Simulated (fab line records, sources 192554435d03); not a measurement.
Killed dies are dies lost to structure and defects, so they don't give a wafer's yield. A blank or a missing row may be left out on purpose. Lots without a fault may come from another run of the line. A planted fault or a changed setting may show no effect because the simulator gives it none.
Chamber matching | flow n5_finfet | N5_FIN_SAQP_STRIP_55 on rie_diel-05: 4 sister chambers
The step strips in N2/H2. 14 wafers are shown with their chamber, then 7 later ones without.

WAFERS WITH THEIR CHAMBER
wafer  | chamber | drypump_motor_current_A (A) | throttle_valve_pct (%) | showerhead_plenum_p_Torr (Torr)
L074.2 | 1       | 5.8                         | 18.9                   | 3.26
L074.3 | 2       | 6.7                         | 20.0                   | 3.40
L074.4 | 0       | 5.1                         | 18.8                   | 3.30
L082.1 | 3       | 5.0                         | 19.2                   | 3.31
L082.3 | 2       | 6.7                         | 20.1                   | 3.39
L082.4 | 0       | 5.1                         | 18.8                   | 3.29
L085.2 | 2       | 6.7                         | 20.1                   | 3.39
L085.4 | 3       | 5.0                         | 19.2                   | 3.30
L085.5 | 1       | 5.8                         | 18.6                   | 3.25
L088.1 | 0       | 5.1                         | 18.8                   | 3.28
L088.5 | 2       | 6.8                         | 20.1                   | 3.38
L088.6 | 1       | 5.8                         | 18.6                   | 3.25
L095.2 | 0       | 5.1                         | 18.9                   | 3.27
L095.5 | 1       | 5.8                         | 18.6                   | 3.24

SIGNATURES (means of the wafers above)
reading                  | chamber 0 | chamber 1 | chamber 2 | chamber 3 | scatter within a chamber
drypump_motor_current_A  | 5.100     | 5.800     | 6.725     | 5.000     | 0.0274
throttle_valve_pct       | 18.825    | 18.675    | 20.075    | 19.200    | 0.0908
showerhead_plenum_p_Torr | 3.2850    | 3.2500    | 3.3900    | 3.3050    | 0.00975
Rule: a wafer's distance from a chamber is the root of the sum, over the readings, of the square of ((its reading less the chamber's mean) divided by the reading's scatter). The wafer belongs to the nearest chamber; if the next one is less than 2 further off, it can't be placed. The scatter: the root of (the sum of the squares of (reading less its chamber's mean) over the shown wafers, divided by (wafers less chambers)).

WAFERS WITHOUT THEIR CHAMBER
wafer  | drypump_motor_current_A (A) | throttle_valve_pct (%) | showerhead_plenum_p_Torr (Torr)
L095.6 | 5.1                         | 18.9                   | 3.27
L096.4 | 5.8                         | 18.6                   | 3.24
L096.5 | 5.0                         | 18.9                   | 3.29
L096.6 | 5.1                         | 18.9                   | 3.27
L097.2 | 5.8                         | 18.6                   | 3.24
L097.4 | 5.0                         | 18.9                   | 3.29
L097.6 | 5.8                         | 18.6                   | 3.24

WHICH CHAMBER EACH WENT THROUGH
wafer  | from the rows above     | in truth
L095.6 | 0                       | 0
L096.4 | 1                       | 1
L096.5 | can't be placed: 3 or 0 | 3
L096.6 | 0                       | 0
L097.2 | 1                       | 1
L097.4 | can't be placed: 3 or 0 | 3
L097.6 | 1                       | 1
Placed correctly: 5 of 7. Can't be placed from these rows: 2 (the true chamber is among the candidates in 2). Placed wrongly: 0.
